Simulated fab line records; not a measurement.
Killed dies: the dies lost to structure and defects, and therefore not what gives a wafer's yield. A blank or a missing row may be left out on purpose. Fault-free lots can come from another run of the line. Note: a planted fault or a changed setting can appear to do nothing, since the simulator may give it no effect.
Matching of chambers ; flow n5Finfet ; N5_BEOL_M0_SAQP_STRIP_75 on rieDiel-03 has 4 sister chambers
The step strips in CF4. 4 wafers are shown with their chamber, then 9 later ones without.

WAFERS WITH THEIR CHAMBER
wafer;chamber;drypumpMotorCurrentA (A)
L084.4;0;5.6
L093.1;3;5.4
L093.2;1;4.9
L093.3;2;6.6

WAFERS MISSING THEIR CHAMBER
wafer;drypumpMotorCurrentA (A)
L093.4;5.7
L093.5;5.5
L093.6;5.7
L095.1;4.9
L095.5;5.6
L095.6;5.4
L097.1;5.4
L097.3;5.7
L097.5;5.4

THE CHAMBER EACH PASSED THROUGH
wafer;from the rows above;in truth
L093.4;0;0
L093.5;can't be placed: 0 or 3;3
L093.6;0;0
L095.1;1;1
L095.5;0;0
L095.6;3;3
L097.1;3;3
L097.3;0;0
L097.5;3;3
Correct placement for 8 of the 9. Can't be placed from these rows: 1 (the true chamber is among the candidates in 1). Number placed wrongly: 0.
How it was worked out, from the rows above alone: a wafer's distance from a chamber is the root of the sum, over the readings, of the square of ((its reading less the chamber's mean) divided by the reading's scatter). The wafer belongs to the nearest chamber; if the next one is less than 2 further off, it can't be placed. A chamber's mean is the mean of its shown wafers. The scatter (one wafer shown for each chamber): square how far every hidden wafer sits from the nearest shown wafer, average those squares and take the square root.
